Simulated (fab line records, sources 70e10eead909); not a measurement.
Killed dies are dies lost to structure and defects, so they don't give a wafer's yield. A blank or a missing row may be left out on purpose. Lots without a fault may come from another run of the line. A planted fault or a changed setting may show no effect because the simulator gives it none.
Chamber matching | flow nand_harc | NHARC_A_SGD_CUT_CMP_21 on cmp-03: 4 sister chambers
The step polishes, target thk 148.19 nm. 8 wafers are shown with their chamber, then 7 later ones without.

WAFERS WITH THEIR CHAMBER
wafer  | chamber | motor_current_A (A) | time_to_endpoint_s (s)
L893.6 | 2       | 13.0                | 47.3
L896.4 | 2       | 13.3                | 50.5
L896.5 | 3       | 12.4                | 50.1
L901.1 | 1       | 12.0                | 51.9
L901.3 | 0       | 11.2                | 51.2
L901.5 | 1       | 11.6                | 49.9
L899.2 | 0       | 10.8                | 50.1
L899.3 | 3       | 12.7                | 50.6

WAFERS WITHOUT THEIR CHAMBER
wafer  | motor_current_A (A) | time_to_endpoint_s (s)
L899.4 | 13.8                | 50.5
L909.1 | 13.5                | 50.4
L909.3 | 11.7                | 51.6
L909.5 | 11.3                | 50.2
L908.2 | 11.7                | 49.7
L908.3 | 11.1                | 51.3
L908.6 | 11.2                | 50.4

WHICH CHAMBER EACH WENT THROUGH
wafer  | from the rows above     | in truth
L899.4 | 2                       | 2
L909.1 | 2                       | 2
L909.3 | 1                       | 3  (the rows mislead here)
L909.5 | can't be placed: 0 or 1 | 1
L908.2 | can't be placed: 1 or 0 | 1
L908.3 | 0                       | 0
L908.6 | can't be placed: 0 or 1 | 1
Placed correctly: 3 of 7. Can't be placed from these rows: 3 (the true chamber is among the candidates in 3). Placed wrongly: 1.
How it was worked out, from the rows above alone: a wafer's distance from a chamber is the root of the sum, over the readings, of the square of ((its reading less the chamber's mean) divided by the reading's scatter). The wafer belongs to the nearest chamber; if the next one is less than 2 further off, it can't be placed. A chamber's mean is the mean of its shown wafers. The scatter: the root of (the sum of the squares of (reading less its chamber's mean) over the shown wafers, divided by (wafers less chambers)).
